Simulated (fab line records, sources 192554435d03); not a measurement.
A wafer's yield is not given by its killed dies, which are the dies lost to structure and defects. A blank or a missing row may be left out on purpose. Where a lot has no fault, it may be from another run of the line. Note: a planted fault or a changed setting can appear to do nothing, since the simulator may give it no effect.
Chamber matching :: flow n5-finfet :: N5_FIN_CUT_CUT_ETCH_27 on rie-diel-06: 4 sister chambers
The step etches SiO2 in CHF3/O2, target depth 4 nm, overetch 2 nm, time 4.9 s. 20 wafers are shown with their chamber, then 10 later ones without.

== WAFERS WITH THEIR CHAMBER ==
wafer: L596.3
chamber: 1
drypump-motor-current-A (A): 5.41
throttle-valve-pct (%): 18.72
showerhead-plenum-p-Torr (Torr): 2.51

wafer: L596.5
chamber: 3
drypump-motor-current-A (A): 5.83
throttle-valve-pct (%): 18.34
showerhead-plenum-p-Torr (Torr): 2.36

wafer: L596.6
chamber: 2
drypump-motor-current-A (A): 5.83
throttle-valve-pct (%): 18.88
showerhead-plenum-p-Torr (Torr): 2.41

wafer: L600.1
chamber: 3
drypump-motor-current-A (A): 5.82
throttle-valve-pct (%): 18.34
showerhead-plenum-p-Torr (Torr): 2.36

wafer: L600.2
chamber: 2
drypump-motor-current-A (A): 5.83
throttle-valve-pct (%): 18.90
showerhead-plenum-p-Torr (Torr): 2.41

wafer: L600.3
chamber: 1
drypump-motor-current-A (A): 5.40
throttle-valve-pct (%): 18.73
showerhead-plenum-p-Torr (Torr): 2.50

wafer: L602.4
chamber: 1
drypump-motor-current-A (A): 5.42
throttle-valve-pct (%): 18.74
showerhead-plenum-p-Torr (Torr): 2.50

wafer: L602.5
chamber: 2
drypump-motor-current-A (A): 5.84
throttle-valve-pct (%): 18.89
showerhead-plenum-p-Torr (Torr): 2.41

wafer: L602.6
chamber: 1
drypump-motor-current-A (A): 5.44
throttle-valve-pct (%): 18.75
showerhead-plenum-p-Torr (Torr): 2.50

wafer: L603.3
chamber: 2
drypump-motor-current-A (A): 5.83
throttle-valve-pct (%): 18.90
showerhead-plenum-p-Torr (Torr): 2.41

wafer: L603.4
chamber: 3
drypump-motor-current-A (A): 5.87
throttle-valve-pct (%): 18.37
showerhead-plenum-p-Torr (Torr): 2.36

wafer: L603.6
chamber: 0
drypump-motor-current-A (A): 6.09
throttle-valve-pct (%): 19.00
showerhead-plenum-p-Torr (Torr): 2.41

wafer: L606.1
chamber: 1
drypump-motor-current-A (A): 5.40
throttle-valve-pct (%): 18.75
showerhead-plenum-p-Torr (Torr): 2.50

wafer: L606.2
chamber: 2
drypump-motor-current-A (A): 5.84
throttle-valve-pct (%): 18.92
showerhead-plenum-p-Torr (Torr): 2.40

wafer: L606.3
chamber: 3
drypump-motor-current-A (A): 5.85
throttle-valve-pct (%): 18.38
showerhead-plenum-p-Torr (Torr): 2.35

wafer: L607.1
chamber: 1
drypump-motor-current-A (A): 5.42
throttle-valve-pct (%): 18.78
showerhead-plenum-p-Torr (Torr): 2.50

wafer: L607.4
chamber: 3
drypump-motor-current-A (A): 5.85
throttle-valve-pct (%): 18.34
showerhead-plenum-p-Torr (Torr): 2.35

wafer: L607.5
chamber: 1
drypump-motor-current-A (A): 5.43
throttle-valve-pct (%): 18.79
showerhead-plenum-p-Torr (Torr): 2.50

wafer: L609.3
chamber: 2
drypump-motor-current-A (A): 5.83
throttle-valve-pct (%): 18.91
showerhead-plenum-p-Torr (Torr): 2.40

wafer: L609.4
chamber: 1
drypump-motor-current-A (A): 5.42
throttle-valve-pct (%): 18.77
showerhead-plenum-p-Torr (Torr): 2.49

SIGNATURES (averages over the wafers above)
reading: drypump-motor-current-A
chamber 0: 6.0900
chamber 1: 5.4175
chamber 2: 5.8333
chamber 3: 5.8440
scatter within a chamber: 0.0137

reading: throttle-valve-pct
chamber 0: 19.0000
chamber 1: 18.7538
chamber 2: 18.9000
chamber 3: 18.3540
scatter within a chamber: 0.0205

reading: showerhead-plenum-p-Torr
chamber 0: 2.4100
chamber 1: 2.5000
chamber 2: 2.4067
chamber 3: 2.3560
scatter within a chamber: 0.00532
Rule: for each reading, subtract the chamber's mean from the wafer's reading, divide by that reading's scatter and square the result; add these up over the readings and take the root, which gives the wafer's distance from the chamber. If the next closest chamber is less than 2 further off than the closest, the wafer can't be placed; otherwise it belongs to the closest. How the scatter is found: for the shown wafers, subtract from each reading the mean of its chamber, square and add these, divide the total by (wafers less chambers), then take the root.

== WAFERS WITHOUT THEIR CHAMBER ==
wafer: L609.6
drypump-motor-current-A (A): 5.85
throttle-valve-pct (%): 18.39
showerhead-plenum-p-Torr (Torr): 2.35

wafer: L610.2
drypump-motor-current-A (A): 5.84
throttle-valve-pct (%): 18.94
showerhead-plenum-p-Torr (Torr): 2.40

wafer: L610.4
drypump-motor-current-A (A): 5.86
throttle-valve-pct (%): 18.40
showerhead-plenum-p-Torr (Torr): 2.35

wafer: L610.6
drypump-motor-current-A (A): 5.42
throttle-valve-pct (%): 18.78
showerhead-plenum-p-Torr (Torr): 2.49

wafer: L613.2
drypump-motor-current-A (A): 5.40
throttle-valve-pct (%): 18.77
showerhead-plenum-p-Torr (Torr): 2.49

wafer: L613.4
drypump-motor-current-A (A): 5.83
throttle-valve-pct (%): 18.38
showerhead-plenum-p-Torr (Torr): 2.35

wafer: L613.5
drypump-motor-current-A (A): 5.40
throttle-valve-pct (%): 18.77
showerhead-plenum-p-Torr (Torr): 2.49

wafer: L615.2
drypump-motor-current-A (A): 6.09
throttle-valve-pct (%): 19.04
showerhead-plenum-p-Torr (Torr): 2.41

wafer: L615.3
drypump-motor-current-A (A): 5.81
throttle-valve-pct (%): 18.39
showerhead-plenum-p-Torr (Torr): 2.35

wafer: L615.5
drypump-motor-current-A (A): 6.11
throttle-valve-pct (%): 19.03
showerhead-plenum-p-Torr (Torr): 2.41

== THE CHAMBER EACH PASSED THROUGH ==
wafer: L609.6
from the rows above: 3
in truth: 3

wafer: L610.2
from the rows above: 2
in truth: 2

wafer: L610.4
from the rows above: 3
in truth: 3

wafer: L610.6
from the rows above: 1
in truth: 1

wafer: L613.2
from the rows above: 1
in truth: 1

wafer: L613.4
from the rows above: 3
in truth: 3

wafer: L613.5
from the rows above: 1
in truth: 1

wafer: L615.2
from the rows above: 0
in truth: 0

wafer: L615.3
from the rows above: 3
in truth: 3

wafer: L615.5
from the rows above: 0
in truth: 0
Correct placement for 10 of the 10. Number that these rows cannot place: 0. Placed wrongly: 0.
